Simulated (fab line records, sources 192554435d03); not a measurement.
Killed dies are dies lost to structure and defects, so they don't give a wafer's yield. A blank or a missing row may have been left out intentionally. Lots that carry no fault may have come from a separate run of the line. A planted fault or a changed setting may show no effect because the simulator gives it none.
Which of the tools did it? | flow n5 finfet | Sampling: 11 lots, 33 wafers, 5 of 1938 route steps

## WHAT THE GAUGES SHOWED, per wafer
N5_BEOL_M4_RC_MEAS_101.
lot  | measured     | on        | DIBL_N (mV/V)
L379 | day 7 20:49  | prober-02 | 35.6 36.6 35.5
L381 | day 8 14:34  | prober-02 | 36.8 37.5 38.1
L387 | day 9 21:07  | prober-01 | 36.0 35.8 36.5
L394 | day 11 10:32 | prober-01 | 37.3 38.3 36.1
L393 | day 11 18:47 | prober-02 | 36.8 38.4 37.9
L395 | day 12 08:54 | prober-02 | 38.2 35.8 35.6
L396 | day 12 12:41 | prober-02 | 36.8 36.8 37.8
L398 | day 12 13:56 | prober-01 | 33.6 35.3 33.0
L399 | day 12 18:17 | prober-02 | 37.8 35.1 34.4
L402 | day 13 15:49 | prober-02 | 37.3 38.3 37.7
L401 | day 13 21:52 | prober-02 | 37.4 35.0 37.4

## TOOL THAT RAN EACH LOT (tool first, then ch and the chambers of the sampled wafers, then the start)
lot  | N5_BEOL_M2_PRE_CLEAN_45      | N5_BEOL_M2_ANNEAL_82         | N5_BEOL_M2_SPUTTER_86        | N5_BEOL_M2_ANNEAL_89
L379 | pvd sputter-01, day 6 16:24  | pvd sputter-03, day 6 17:32  | pvd sputter-03, day 6 17:41  | pvd sputter-03, day 6 17:59
L381 | pvd sputter-03, day 7 08:23  | pvd sputter-03, day 7 09:32  | pvd sputter-03, day 7 09:40  | pvd sputter-03, day 7 09:58
L387 | pvd sputter-03, day 8 22:16  | pvd sputter-03, day 8 23:34  | pvd sputter-03, day 8 23:43  | pvd sputter-03, day 9 00:01
L394 | pvd sputter-03, day 10 12:59 | pvd sputter-03, day 10 14:02 | pvd sputter-03, day 10 14:10 | pvd sputter-03, day 10 14:28
L393 | pvd sputter-01, day 10 19:12 | pvd sputter-02, day 10 20:16 | pvd sputter-02, day 10 20:25 | pvd sputter-02, day 10 20:43
L395 | pvd sputter-03, day 11 01:27 | pvd sputter-01, day 11 02:43 | pvd sputter-01, day 11 02:51 | pvd sputter-01, day 11 03:09
L396 | pvd sputter-02, day 11 05:11 | pvd sputter-03, day 11 06:34 | pvd sputter-03, day 11 06:42 | pvd sputter-03, day 11 07:00
L398 | pvd sputter-02, day 11 07:35 | pvd sputter-03, day 11 08:40 | pvd sputter-03, day 11 08:48 | pvd sputter-03, day 11 09:06
L399 | pvd sputter-03, day 11 10:42 | pvd sputter-01, day 11 12:07 | pvd sputter-01, day 11 12:16 | pvd sputter-01, day 11 12:34
L402 | pvd sputter-03, day 12 12:50 | pvd sputter-03, day 12 13:55 | pvd sputter-03, day 12 14:04 | pvd sputter-03, day 12 14:22
L401 | pvd sputter-03, day 12 16:47 | pvd sputter-03, day 12 18:11 | pvd sputter-03, day 12 18:19 | pvd sputter-03, day 12 18:37
- N5_BEOL_M2_PRE_CLEAN_45: time 30 s.
- N5_BEOL_M2_ANNEAL_82: time 240 s.
- N5_BEOL_M2_SPUTTER_86: material Cu, target thk 4.5 nm, time 8.29 s.
- N5_BEOL_M2_ANNEAL_89: time 240 s.

## THE ANSWER, worked out from the rows above alone
Rule: usual is defined by the lots themselves. The widest of any qualifying gaps counts: lots, ordered by their means at a reading, are off when they make up no more than a third of the lots, leave a main group of 4 or more, and stand apart from it by 3 or more times the standard deviation of that group's means. A main group whose means are all the same, to the digits that the tables above print for the reading, isn't used. Also off: a lot with no number at a reading for which 4 or more lots have one. All remaining lots with rows at the step are treated as sound.
Nothing can be told from this: no lot is off at any reading shown.

## WHAT WAS PUT IN BY THE SIMULATOR
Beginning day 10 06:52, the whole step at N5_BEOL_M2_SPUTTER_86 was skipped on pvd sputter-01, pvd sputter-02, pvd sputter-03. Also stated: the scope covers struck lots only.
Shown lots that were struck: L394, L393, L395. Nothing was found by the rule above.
